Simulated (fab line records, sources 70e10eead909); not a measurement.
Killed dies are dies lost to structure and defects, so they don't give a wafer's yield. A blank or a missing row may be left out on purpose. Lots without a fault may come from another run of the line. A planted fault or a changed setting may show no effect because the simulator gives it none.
fab line records | flow nand_harc
record lots=7 wafers=21 last_day=25
route steps=1159 shown P_BONDPAD@357 END@1159
lots that met no fault: from a run of the same line without faults
start_h: hours from the record's first day to the start of the lot's first wafer shown | wait_h: hours since the lot's step before | " the same as in the row above | L1.1+2: a row that stands for several wafers | - no value, or no start given | * or withheld: withheld | < > ~ a bound
route shown NAME@n: a module of which the file shows steps, and the number in the route of the first | usual: mean/standard deviation of fault-free wafers | same: alike in all rows | chamber/n: place in a boat | sites: the reading at each site | _std_site: their standard deviation | _edge_site: outer sites' mean less inner sites' | radius_mm: how far each site lies from the wafer's centre | mask NAME#n: copy n | behind: the tool/chamber that last shaped the wafer | hold: why the lot was held/for how many hours/how that ended | device: the transistor (n, p or np) that didn't switch | end of line: the same wafers' tests at the end of the route | a step without rows: its recipe alone | killed: dies lost to structure and defects at the first sort, not the wafer's yield | map: a wafer's dies, x killed, . not, _ none there
set.NAME: the setting as run; set.NAME@STEP: as run at that earlier step | model.NAME: the simulator's own value behind a step, which no gauge read
lots at some steps of the route; a table a step, a row a wafer
services: from which hour (start_h, from the record's first day; less than 0 if before it) a tool's chamber was out of use, for how many hours, and why
## steps
# step NHARC_P_BONDPAD_COAT_36
# recipe temp_c=200 time_s=65
# step NHARC_P_BONDPAD_COAT_03
# recipe spin_rpm=2000 resist_thk_nm=600
# step NHARC_P_BONDPAD_SOFTBAKE_04
# recipe temp_c=125 time_s=70
# step NHARC_P_BONDPAD_EBR_05
# step NHARC_P_BONDPAD_EXPOSE_06
# recipe na=0.55 dose_mj=37.06 mask_id=P_BPAD
# step NHARC_P_BONDPAD_PEB_07
# recipe peb_temp_c=128 peb_time_s=80
# step NHARC_P_BONDPAD_DEVELOP_08
# recipe time_s=50 dev_temp_c=22
# step NHARC_P_BONDPAD_CD_MEAS_09
# recipe target_cd_nm=500 landing_energy_ev=500
# usual cd_nm=500.9/2.3
# columns lot.wafer tool chamber start_h wait_h cd_nm
L415.1 cd_sem-03 0 141.28 - 504.2
L415.3 " 0 " " 502.6
L415.6 " 0 " " 502.5
L423.1 cd_sem-01 0 184.04 - 498.9
L423.2 " 0 " " 500.3
L423.6 " 0 " " 496.6
L424.2 cd_sem-03 0 185.25 - 499.6
L424.5 " 0 " " 499.1
L424.6 " 0 " " 498.2
L426.1 cd_sem-03 0 206.11 - 498.9
L426.4 " 0 " " 501.2
L426.6 " 0 " " 502.6
L429.1 cd_sem-01 0 223.94 - 501.5
L429.2 " 0 " " 503.1
L429.4 " 0 " " 502.2
L431.1 cd_sem-03 0 227.56 - 502.3
L431.2 " 0 " " 505.4
L431.6 " 0 " " 505.6
L436.1 cd_sem-02 0 270.26 - 499.6
L436.3 " 0 " " 496.4
L436.6 " 0 " " 498.3
# step NHARC_P_BONDPAD_OVL_MEAS_38
# usual overlay_x_nm=0/6.7 overlay_y_nm=2/6.5
# columns lot.wafer tool chamber start_h wait_h overlay_x_nm overlay_y_nm
L415.1 overlay-01 - 141.37 - -7 6
L415.3 " - " " -8 7
L415.6 " - " " -7 7
L423.1 overlay-01 - 184.13 - 9 -3
L423.2 " - " " 9 -3
L423.6 " - " " 9 -3
L424.2 overlay-02 - 185.33 - 1 11
L424.5 " - " " 1 11
L424.6 " - " " 1 11
L426.1 overlay-01 - 206.20 - 1 -7
L426.4 " - " " 1 -6
L426.6 " - " " 1 -6
L429.1 overlay-02 - 224.03 - -5 8
L429.2 " - " " -4 8
L429.4 " - " " -5 8
L431.1 overlay-02 - 227.67 - -1 8
L431.2 " - " " -1 8
L431.6 " - " " -1 8
L436.1 overlay-01 - 270.35 - -1 -6
L436.3 " - " " -2 -6
L436.6 " - " " -1 -7
# step NHARC_P_BONDPAD_HARDBAKE_10
# recipe temp_c=118 time_s=65
# step NHARC_P_BONDPAD_DESCUM_11
# recipe time_s=3 o2_flow_sccm=200 ar_flow_sccm=0 bias_power_w=0 chemistry=O2
# usual drypump_motor_current_A=5.6/0.39 oes_product_au=0.997/0.0099 rf_vpp_V=57.6/0.92 showerhead_plenum_p_Torr=1.87/0.091 throttle_valve_pct=11.312/0.0099
# columns lot.wafer tool chamber start_h wait_h drypump_motor_current_A oes_product_au rf_hours_counter_h rf_vpp_V showerhead_plenum_p_Torr throttle_valve_pct
L415.3 rie_diel-06 0 141.50 - 5.6 1.003 23 58.0 1.80 11.300
L415.1 " 2 " " 5.7 1.006 24 57.6 1.82 11.317
L415.6 " 3 " " 5.8 1.012 - 59.3 2.00 11.309
L423.1 rie_diel-12 2 184.26 - 6.1 0.995 10 57.7 2.02 11.313
L423.2 " 0 " " 5.7 0.997 14 58.4 1.80 11.319
L423.6 " 1 " " 5.2 0.998 - 56.8 1.85 11.317
L424.2 rie_diel-12 1 185.47 - 5.2 0.996 13 59.4 1.85 11.313
L424.5 " 1 " " 5.1 0.988 - 57.0 1.85 11.312
L424.6 " 2 " " 6.2 0.995 - 57.9 2.02 11.310
L426.1 rie_diel-05 3 206.34 - 5.8 1.006 13 59.1 2.07 11.316
L426.6 " 3 " " 5.8 0.999 - 58.2 2.07 11.318
L426.4 " 0 " " 5.7 1.004 - 56.9 1.80 11.308
L429.2 rie_diel-12 3 224.15 - 5.0 1.001 3 56.9 1.84 11.311
L429.4 " 1 " " 5.2 1.009 3 57.3 1.85 11.303
L429.1 " 2 " " 6.2 0.990 3 58.7 2.02 11.319
L431.2 rie_diel-05 0 227.79 - 5.7 1.001 25 55.9 1.80 11.301
L431.1 " 1 " " 5.7 0.986 26 56.6 1.82 11.323
L431.6 " 1 " " 5.7 0.982 - 58.2 1.82 11.297
L436.1 rie_diel-12 1 270.47 - 5.2 0.987 7 59.0 1.84 11.313
L436.3 " 2 " " 6.2 0.996 8 57.5 2.02 11.326
L436.6 " 2 " " 6.2 0.987 - 59.2 2.02 11.316
# step NHARC_P_BONDPAD_ETCH_37
# recipe target_depth_a=600 overetch_a=180 time_s=65.91 ion_energy_ev=200 n2_flow_sccm=150 h2_flow_sccm=150 ar_flow_sccm=0 rf_w=400 bias_w=150 chemistry=N2/H2
# usual bias_w=150.0/0.43 chamber_pressure_mTorr=30.003/0.029 drypump_motor_current_A=5.6/0.4 oes_product_au=0.996/0.0091 rf_vpp_V=429.2/2.7 showerhead_plenum_p_Torr=1.99/0.098 throttle_valve_pct=14.172/0.0091
# columns lot.wafer tool chamber start_h wait_h bias_w chamber_pressure_mTorr drypump_motor_current_A oes_product_au rf_hours_counter_h rf_vpp_V showerhead_plenum_p_Torr throttle_valve_pct
L415.1 rie_diel-06 1 141.63 0.1 150.0 29.962 6.2 1.009 22 426.9 1.93 14.184
L415.3 " 2 " " 150.3 30.045 5.7 0.992 24 429.1 1.94 14.163
L415.6 " 1 " " 149.5 30.027 6.3 1.016 - 427.7 1.93 14.185
L423.2 rie_diel-12 1 184.36 0.1 149.9 30.004 5.1 0.997 13 429.0 1.97 14.176
L423.1 " 0 " " 150.2 29.986 5.7 0.987 14 427.0 1.91 14.185
L423.6 " 0 " " 149.9 29.981 5.7 0.977 - 426.1 1.91 14.167
L424.2 rie_diel-12 1 185.57 0.1 150.2 30.019 5.1 0.989 13 428.1 1.97 14.186
L424.6 " 0 " " 150.3 30.061 5.7 0.979 - 427.0 1.91 14.181
L424.5 " 1 " " 150.3 30.022 5.2 0.997 - 428.3 1.97 14.172
L426.1 rie_diel-05 1 206.44 0.1 150.1 30.014 5.7 0.991 15 427.3 1.94 14.167
L426.6 " 0 " " 150.4 29.983 5.7 0.997 - 427.7 1.92 14.171
L426.4 " 3 " " 150.1 30.033 5.8 1.002 - 435.1 2.21 14.191
L429.2 rie_diel-12 2 224.24 0.1 150.3 29.985 6.1 0.998 3 434.6 2.16 14.167
L429.4 " 3 " " 150.6 30.015 5.0 0.994 3 428.1 1.96 14.170
L429.1 " 1 " " 150.3 29.969 5.2 0.998 3 428.7 1.97 14.183
L431.2 rie_diel-05 1 227.88 0.1 150.2 30.016 5.7 0.992 26 427.7 1.94 14.166
L431.1 " 2 " " 149.9 30.055 5.3 0.994 19 429.4 2.03 14.173
L431.6 " 0 " " 150.1 30.057 5.7 1.012 - 427.5 1.92 14.184
L436.3 rie_diel-12 3 270.56 0.1 149.9 29.978 5.0 1.012 8 428.1 1.96 14.167
L436.1 " 0 " " 150.3 29.998 5.7 1.021 8 427.5 1.91 14.160
L436.6 " 3 " " 150.4 29.981 5.0 1.019 - 428.7 1.96 14.181
# step NHARC_P_BONDPAD_ETCH_12
# recipe target_depth_a=2000 time_s=100 chf3_flow_sccm=50 o2_flow_sccm=10 ar_flow_sccm=200 rf_w=500 bias_w=200 chemistry=CHF3/O2
# usual bias_w=200.1/0.6 chamber_pressure_mTorr=24.999/0.021 drypump_motor_current_A=5.6/0.4 oes_product_au=0.938/0.021 rf_vpp_V=369.6/2.5 showerhead_plenum_p_Torr=2.36/0.11 throttle_valve_pct=20.572/0.0091
# columns lot.wafer tool chamber start_h wait_h bias_w chamber_pressure_mTorr drypump_motor_current_A oes_product_au rf_hours_counter_h rf_vpp_V showerhead_plenum_p_Torr throttle_valve_pct
L415.1 rie_diel-06 0 141.72 - 200.7 24.991 5.6 0.917 23 368.4 2.26 20.584
L415.3 " 1 " " 200.8 25.040 6.2 0.942 22 367.8 2.28 20.569
L415.6 " 1 " " 200.1 25.018 6.2 0.942 - 368.9 2.28 20.583
L423.2 rie_diel-12 1 184.46 - - - - - - - - -
L423.1 " 0 " " - - - - - - - -
L423.6 " 1 " " - - - - - - - -
L424.2 rie_diel-12 2 185.67 - - - - - - - - -
L424.5 " 2 " " - - - - - - - -
L424.6 " 0 " " - - - - - - - -
L426.1 rie_diel-05 0 206.61 - - - - - - - - -
L426.4 " 3 " " - - - - - - - -
L426.6 " 1 " " - - - - - - - -
L429.1 rie_diel-12 3 224.33 - 199.6 25.011 5.0 0.948 3 370.1 2.31 20.581
L429.4 " 1 " " 198.9 25.005 5.1 0.982 3 369.3 2.32 20.580
L429.2 " 2 " " 200.2 24.982 6.1 0.968 3 372.8 2.53 20.560
L431.2 rie_diel-05 0 227.98 - 200.0 24.991 5.7 0.964 25 368.6 2.27 20.570
L431.1 " 1 " " 200.7 24.977 5.7 0.958 26 369.7 2.29 20.586
L431.6 " 2 " " 200.2 25.007 5.3 0.962 - 369.3 2.39 20.570
L436.1 rie_diel-12 1 270.66 - 199.9 25.019 5.2 0.928 7 370.0 2.32 20.575
L436.3 " 3 " " 199.0 25.005 5.0 0.929 8 367.5 2.31 20.568
L436.6 " 1 " " 200.5 24.964 5.2 0.924 - 368.3 2.32 20.583
# step NHARC_P_BONDPAD_CD_MEAS_13
# usual cd_nm=500.4/2.4
# columns lot.wafer tool chamber start_h wait_h cd_nm
L415.1 cd_sem-01 - 141.86 - 502.9
L415.3 " - " " 502.9
L415.6 " - " " 502.4
L423.1 cd_sem-01 - 184.62 - 498.6
L423.2 " - " " 500.8
L423.6 " - " " 496.6
L424.2 cd_sem-02 - 185.83 - 500.2
L424.5 " - " " 499.6
L424.6 " - " " 497.8
L426.1 cd_sem-02 - 206.75 - 497.7
L426.4 " - " " 501.2
L426.6 " - " " 501.9
L429.1 cd_sem-03 - 224.47 - 501.3
L429.2 " - " " 502.2
L429.4 " - " " 501.6
L431.1 cd_sem-01 - 228.11 - 502.6
L431.2 " - " " 506.2
L431.6 " - " " 504.7
L436.1 cd_sem-01 - 270.78 - 499.1
L436.3 " - " " 496.0
L436.6 " - " " 497.8
# step NHARC_END_SORT_01
# recipe temp_c=25
# usual defect_limited_yield=95.3/1.7 killed_at_array=28/11 killed_at_other=0.7/1.1 killed_at_periphery=2.9/2 killed_dies=32/11 killed_open=3.2/1.8 killed_short=2.0/1.4 sort_bin_2_pct=1.5/0.67 sort_bin_3_pct=0.28/0.24 sort_bin_4_pct=2.9/1.1 sort_n_pass=645/11 sort_rim_yield_pct=95.7/2.6 sort_yield_pct=95.3/1.7
# same gross_dies=677 sort_bin_5_pct[%]=0 sort_bin_6_pct[%]=0 sort_bin_7_pct[%]=0 sort_bin_8_pct[%]=0 sort_rim_n_gross=106.00
# columns lot.wafer tool chamber start_h wait_h defect_limited_yield[%] killed_at_array killed_at_other killed_at_periphery killed_dies killed_open killed_short sort_bin_2_pct[%] sort_bin_3_pct[%] sort_bin_4_pct[%] sort_n_pass sort_rim_yield_pct[%] sort_yield_pct[%]
L415.1 prober-01 0 451.11 2.5 96.6 23 0 0 23 0 2 1.3 0 2.1 654 98.1 96.6
L415.3 prober-01 0 452.72 3.1 93.8 40 0 2 42 4 4 2.2 0.44 3.5 635 91.5 93.8
L415.6 prober-01 0 455.12 4.0 95.1 31 0 2 33 6 3 1.6 0.15 3.1 644 96.2 95.1
L424.2 prober-01 0 493.25 2.8 0 24 0 653 677 4 2 97.2 0.44 2.4 0 0 0
L424.5 prober-01 0 495.65 3.7 0 16 1 660 677 4 1 98.1 0 1.9 0 0 0
L424.6 prober-01 0 496.45 4.0 0 29 0 648 677 2 3 96.5 0.59 3.0 0 0 0
L423.1 prober-01 0 500.27 2.5 0 62 0 615 677 1 5 93.6 0.74 5.6 0 0 0
L423.2 prober-01 0 501.06 2.8 0 61 0 616 677 3 1 93.2 0.59 6.2 0 0 0
L423.6 prober-01 0 504.25 4.0 0 37 1 639 677 2 1 96.2 0.74 3.1 0 0 0
L426.1 prober-02 0 509.98 2.4 0 10 0 667 677 1 1 98.8 0 1.2 0 0 0
L426.4 prober-02 0 512.37 3.4 0 14 0 663 677 3 2 97.9 0.30 1.8 0 0 0
L426.6 prober-02 0 513.96 4.0 0 17 0 660 677 3 2 97.8 0.30 1.9 0 0 0
# killed by level:class
L415.1 A_CHANNEL_HOLE_D1:chamber_film_flake=7 A_SLIT:chamber_film_flake=6 A_CONTACT:chamber_film_flake=4 A_STAIRCASE:chamber_film_flake=2 A_WL_FILL:chamber_film_flake=2 A_ONON_D1:geometric_particle:short=1 A_SGD_CUT:geometric_particle:short=1
L415.3 A_CHANNEL_HOLE_D1:chamber_film_flake=14 A_SLIT:chamber_film_flake=9 A_WL_FILL:chamber_film_flake=5 A_M0:geometric_particle:open=3 A_STAIRCASE:chamber_film_flake=3 P_CONTACT:geometric_particle:open=1 A_CHANNEL_HOLE_D1:geometric_particle:short=1 A_CHANNEL_FILL_D1:geometric_particle:short=1
L415.6 A_CHANNEL_HOLE_D1:chamber_film_flake=11 A_STAIRCASE:chamber_film_flake=5 A_SLIT:chamber_film_flake=4 A_WL_FILL:geometric_particle:open=2 A_M0:geometric_particle:open=2 A_CONTACT:chamber_film_flake=2 P_CONTACT:geometric_particle:short=1 P_M0:geometric_particle:short=1
L424.2 P_BONDPAD:area_etch=649 A_SLIT:chamber_film_flake=8 A_CHANNEL_HOLE_D1:chamber_film_flake=6 P_ZERO_WELL:chamber_film_flake=3 A_CHANNEL_FILL_D1:chamber_film_flake=2 A_WL_FILL:chamber_film_flake=2 P_M0:geometric_particle:short=1 A_CHANNEL_FILL_D1:geometric_particle:short=1
L424.5 P_BONDPAD:area_etch=656 A_SLIT:chamber_film_flake=8 A_STAIRCASE:chamber_film_flake=3 A_CONTACT:geometric_particle:open=2 P_ZERO_WELL:chamber_film_flake=2 P_STI:geometric_particle:open=1 A_CONTACT:geometric_particle:short=1 STARTING-WAFER:geometric_particle:open=1
L424.6 P_BONDPAD:area_etch=646 A_SLIT:chamber_film_flake=14 A_STAIRCASE:chamber_film_flake=4 A_CHANNEL_HOLE_D1:chamber_film_flake=4 P_M0:geometric_particle:short=1 A_CHANNEL_FILL_D1:geometric_particle:open=1 A_STAIRCASE:geometric_particle:short=1 A_WL_FILL:geometric_particle:short=1
L423.1 P_BONDPAD:area_etch=612 A_CONTACT:chamber_film_flake=17 A_CHANNEL_HOLE_D1:chamber_film_flake=16 A_SLIT:chamber_film_flake=14 A_STAIRCASE:chamber_film_flake=9 A_CHANNEL_FILL_D1:chamber_film_flake=2 P_GATE:geometric_particle:short=1 P_GATE:geometric_particle:open=1
L423.2 P_BONDPAD:area_etch=616 A_CHANNEL_HOLE_D1:chamber_film_flake=22 A_CONTACT:chamber_film_flake=15 A_SLIT:chamber_film_flake=9 A_STAIRCASE:chamber_film_flake=8 A_CHANNEL_FILL_D1:chamber_film_flake=3 A_CHANNEL_FILL_D1:geometric_particle:open=1 A_SGD_CUT:geometric_particle:short=1
L423.6 P_BONDPAD:area_etch=638 A_CHANNEL_HOLE_D1:chamber_film_flake=13 A_SLIT:chamber_film_flake=10 A_CONTACT:chamber_film_flake=9 A_STAIRCASE:chamber_film_flake=2 P_CONTACT:geometric_particle:open=1 A_CHANNEL_HOLE_D1:geometric_particle:short=1 A_BLC:geometric_particle:open=1
L426.1 P_BONDPAD:area_etch=667 A_CHANNEL_HOLE_D1:chamber_film_flake=4 A_WL_FILL:geometric_particle:short=1 A_M0:geometric_particle:open=1 A_STAIRCASE:chamber_film_flake=1 A_SGD_CUT:chamber_film_flake=1 A_WL_FILL:chamber_film_flake=1 A_CONTACT:chamber_film_flake=1
L426.4 P_BONDPAD:area_etch=662 A_STAIRCASE:chamber_film_flake=3 A_SGD_CUT:chamber_film_flake=3 A_CONTACT:chamber_film_flake=3 P_CONTACT:geometric_particle:open=1 A_SOURCE_PLATE:geometric_particle:short=1 A_CHANNEL_HOLE_D1:geometric_particle:short=1 A_CONTACT:geometric_particle:open=1
L426.6 P_BONDPAD:area_etch=656 A_CHANNEL_HOLE_D1:chamber_film_flake=6 A_STAIRCASE:chamber_film_flake=5 P_M0:geometric_particle:open=2 A_CONTACT:chamber_film_flake=2 P_STI:geometric_particle:short=1 A_ONON_D1:geometric_particle:short=1 A_CONTACT:geometric_particle:open=1
# map L423.1 (x killed, . not)
____________x____________
_________xxxxxxx_________
_______xxxxxxxxxxx_______
______xxxxxxxxxxxxx______
_____xxxxxxxxxxxxxxx_____
____xxxxxxxxxxxxxxxxx____
____xxxxxxxxxxxxxxxxx____
___xxxxxxxxxxxxxxxxxxx___
___xxxxxxxxxxxxxxxxxxx___
__xxxxxxxxxxxxxxxxxxxxx__
__xxxxxxxxxxxxxxxxxxxxx__
_xxxxxxxxxxxxxxxxxxxxxxx_
_xxxxxxxxxxxxxxxxxxxxxxx_
_xxxxxxxxxxxxxxxxxxxxxxx_
_xxxxxxxxxxxxxxxxxxxxxxx_
_xxxxxxxxxxxxxxxxxxxxxxx_
xxxxxxxxxxxxxxxxxxxxxxxxx
xxxxxxxxxxxxxxxxxxxxxxxxx
xxxxxxxxxxxxxxxxxxxxxxxxx
xxxxxxxxxxxxxxxxxxxxxxxxx
xxxxxxxxxxxxxxxxxxxxxxxxx
_xxxxxxxxxxxxxxxxxxxxxxx_
_xxxxxxxxxxxxxxxxxxxxxxx_
_xxxxxxxxxxxxxxxxxxxxxxx_
_xxxxxxxxxxxxxxxxxxxxxxx_
_xxxxxxxxxxxxxxxxxxxxxxx_
__xxxxxxxxxxxxxxxxxxxxx__
__xxxxxxxxxxxxxxxxxxxxx__
___xxxxxxxxxxxxxxxxxxx___
___xxxxxxxxxxxxxxxxxxx___
____xxxxxxxxxxxxxxxxx____
____xxxxxxxxxxxxxxxxx____
_____xxxxxxxxxxxxxxx_____
______xxxxxxxxxxxxx______
_______xxxxxxxxxxx_______
_________xxxxxxx_________
____________x____________
# map L424.2 (x killed, . not)
____________x____________
_________xxxxxxx_________
_______xxxxxxxxxxx_______
______xxxxxxxxxxxxx______
_____xxxxxxxxxxxxxxx_____
____xxxxxxxxxxxxxxxxx____
____xxxxxxxxxxxxxxxxx____
___xxxxxxxxxxxxxxxxxxx___
___xxxxxxxxxxxxxxxxxxx___
__xxxxxxxxxxxxxxxxxxxxx__
__xxxxxxxxxxxxxxxxxxxxx__
_xxxxxxxxxxxxxxxxxxxxxxx_
_xxxxxxxxxxxxxxxxxxxxxxx_
_xxxxxxxxxxxxxxxxxxxxxxx_
_xxxxxxxxxxxxxxxxxxxxxxx_
_xxxxxxxxxxxxxxxxxxxxxxx_
xxxxxxxxxxxxxxxxxxxxxxxxx
xxxxxxxxxxxxxxxxxxxxxxxxx
xxxxxxxxxxxxxxxxxxxxxxxxx
xxxxxxxxxxxxxxxxxxxxxxxxx
xxxxxxxxxxxxxxxxxxxxxxxxx
_xxxxxxxxxxxxxxxxxxxxxxx_
_xxxxxxxxxxxxxxxxxxxxxxx_
_xxxxxxxxxxxxxxxxxxxxxxx_
_xxxxxxxxxxxxxxxxxxxxxxx_
_xxxxxxxxxxxxxxxxxxxxxxx_
__xxxxxxxxxxxxxxxxxxxxx__
__xxxxxxxxxxxxxxxxxxxxx__
___xxxxxxxxxxxxxxxxxxx___
___xxxxxxxxxxxxxxxxxxx___
____xxxxxxxxxxxxxxxxx____
____xxxxxxxxxxxxxxxxx____
_____xxxxxxxxxxxxxxx_____
______xxxxxxxxxxxxx______
_______xxxxxxxxxxx_______
_________xxxxxxx_________
____________x____________
## services
# columns tool chamber start_h hours kind
rie_diel-06 1 120.98 3.8 repair
rie_diel-12 2 132.33 21.0 repair
rie_diel-12 0 132.40 - clean
rie_diel-12 1 132.40 - clean
rie_diel-12 3 132.40 - clean
rie_diel-12 0 156.95 - clean
rie_diel-12 1 156.95 - clean
rie_diel-12 2 156.95 - clean
rie_diel-12 3 156.95 - clean
rie_diel-05 - 163.60 9.0 pm
rie_diel-12 3 173.07 15.7 repair
rie_diel-12 0 181.45 - clean
rie_diel-12 1 181.45 - clean
rie_diel-12 2 181.45 - clean
rie_diel-12 - 202.43 9.0 pm
rie_diel-12 0 202.43 9.0 vent_cycle
rie_diel-12 1 202.43 9.0 vent_cycle
rie_diel-12 2 202.43 9.0 vent_cycle
rie_diel-12 3 202.43 9.0 vent_cycle
rie_diel-06 1 202.75 4.9 repair
rie_diel-05 2 203.27 8.7 repair
rie_diel-12 0 211.43 - clean
rie_diel-06 1 215.78 28.6 repair
rie_diel-06 - 242.80 9.0 pm
## key
first_sign step=NHARC_P_BONDPAD_ETCH_12 reading=tool_record direction=missing
effect step=NHARC_END_SORT_01 reading=killed_at_periphery direction=up sigmas=99+ usual=2.9 struck=646.8
more_kills_born_at NHARC_P_BONDPAD_ETCH_12@rie_diel-12=3817 NHARC_P_BONDPAD_ETCH_12@rie_diel-05=1985
met_at NHARC_P_BONDPAD_ETCH_12
struck_wafers L423.1,L423.2,L423.6,L424.2,L424.5,L424.6,L426.1,L426.4,L426.6
later_rows_left_out L423.1,L423.2,L423.6,L424.2,L424.5,L424.6,L426.1,L426.4,L426.6
fault kind=skipped_step_whole tool=rie_diel-05,rie_diel-12 chamber=- onset_h=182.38 steps=NHARC_P_BONDPAD_ETCH_12 scope=struck_lots_only
# later_rows_left_out: the simulator's readings of these wafers behind a module that went badly wrong aren't trusted and aren't shown, but for the sort
